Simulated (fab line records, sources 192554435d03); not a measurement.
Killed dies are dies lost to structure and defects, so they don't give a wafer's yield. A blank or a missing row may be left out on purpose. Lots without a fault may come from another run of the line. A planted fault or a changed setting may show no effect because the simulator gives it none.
A struck lot beside a sound one | flow n5_finfet | 14 steps out of a route of 1938
Sound: wafers L178.3, L178.5, L178.6. Struck: wafers L173.2, L173.3, L173.6. The cause comes at the end.
At each step with rows: each side's tool, then ch and its chambers, then its first start. Under that, the readings that differ: sound wafers | struck wafers | difference of the means | sigmas: that difference in standard deviations of wafers without a fault.
alike: readings whose means differ by less than 2 such deviations, and words and numbers that are the same on both sides. not compared: withheld readings, readings that some wafer has no value for, bounds like >300 that may hide the same value, and numbers for which the record gives no deviation and whose values overlap.
The two part at a step that has a row with sigmas, a row that says differs or no value, or rows on one side only. Numbers that don't overlap but have no deviation are shown without sigmas and don't part them. A reading that every wafer of one side lacks parts them only if that side has two wafers or more.

first, 1 step without rows for these wafers: N5_BEOL_M14_HARDBAKE_14 (time 120 s).
N5_BEOL_M14_CD_MEAS_10: target cd 250 nm.
  sound on cd_sem-03 ch 0, day 15 06:41; struck on cd_sem-02 ch 0, day 14 22:37
  alike: cd_nm
N5_BEOL_M14_OVL_MEAS_11:
  sound on overlay-01 ch 0, day 15 06:43; struck on overlay-02 ch 0, day 14 22:39
  alike: V13_OVL
N5_BEOL_M14_INSPECT_12: inspects for defects (macro).
  sound on defect_inspect-01, day 15 06:44; struck on defect_inspect-02, day 14 22:41
  alike: raw_defect_count
N5_BEOL_M14_DESCUM_15: chemistry O2, time 7.9 s.
  sound on rie_diel-01 ch 0,3, day 15 06:46; struck on rie_diel-03 ch 2,3, day 14 22:43
  alike: drypump_motor_current_A, oes_product_au, rf_fwd_power_W, rf_vpp_V, showerhead_plenum_p_Torr, throttle_valve_pct
  not compared: rf_hours_counter_h
N5_BEOL_M14_ETCH_59: etches BARC in N2/H2, target depth 89 nm, overetch 26.7 nm, time 67.9 s.
  sound on rie_diel-01 ch 0,3, day 15 06:48; struck on rie_diel-03 ch 2,3, day 14 22:45
  alike: drypump_motor_current_A, oes_product_au, rf_fwd_power_W, rf_vpp_V, showerhead_plenum_p_Torr, throttle_valve_pct
  not compared: rf_hours_counter_h
N5_BEOL_M14_VIA_ETCH_16: etches SiO2 in C4F8/O2/Ar, target depth 1231.3 nm.
  sound on rie_diel-01 ch 0,3, day 15 06:51; struck on rie_diel-03 ch 2,3, day 14 22:48
  alike: drypump_motor_current_A, oes_ar_750_au, oes_o_777_au, oes_product_au, rf_fwd_power_W, rf_vpp_V, showerhead_plenum_p_Torr, throttle_valve_pct
N5_BEOL_M14_STRIP_63: strips in O2.
  sound on rie_diel-01 ch 0,3; struck on rie_diel-03 ch 2,3
  alike: drypump_motor_current_A, oes_product_au, rf_vpp_V, showerhead_plenum_p_Torr, throttle_valve_pct
  not compared: rf_hours_counter_h
N5_BEOL_M14_STRIP_64: strips in O2.
  sound on rie_diel-01 ch 0,3; struck on rie_diel-03 ch 2,3
  alike: drypump_motor_current_A, oes_product_au, rf_vpp_V, showerhead_plenum_p_Torr, throttle_valve_pct
  not compared: rf_hours_counter_h
then, 2 steps without rows for these wafers: N5_BEOL_M14_STRIP_71 (strips in post etch residue remover, time 60 s); N5_BEOL_M14_SRD_72 (time 30 s, dry time 30 s).
N5_BEOL_M14_CD_MEAS_17: target cd 250 nm.
  sound on cd_sem-03, day 15 07:12; struck on cd_sem-02, day 14 23:09
  alike: cd_nm
N5_BEOL_M14_COAT_65: time 60 s, resist thk 450 nm.
  sound on litho_track-05 ch 0, day 15 07:14; struck on litho_track-02 ch 0, day 14 23:11
  reading                                   | sound                | struck               | difference | sigmas
  spin_speed_rpm (rpm)                      | 1499.5 1498.7 1501.0 | 1417.2 1420.0 1417.8 | -81.4      | -98
  model.SOC_of_BEOL_M14_COAT_65.thk_nm (nm) | 451.2 452.4 453.4    | 463.2 463.6 463      | +10.9      |
then, 1 step without rows for these wafers: N5_BEOL_M14_COAT_66 (time 60 s, resist thk 110 nm).

WHERE THEY PART
Only at N5_BEOL_M14_COAT_65, within this record.

WHY: what the simulator had put in
Process parameter drift: litho_track-02, from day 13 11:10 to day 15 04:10, at N5_BEOL_M14_COAT_65. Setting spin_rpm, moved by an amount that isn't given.
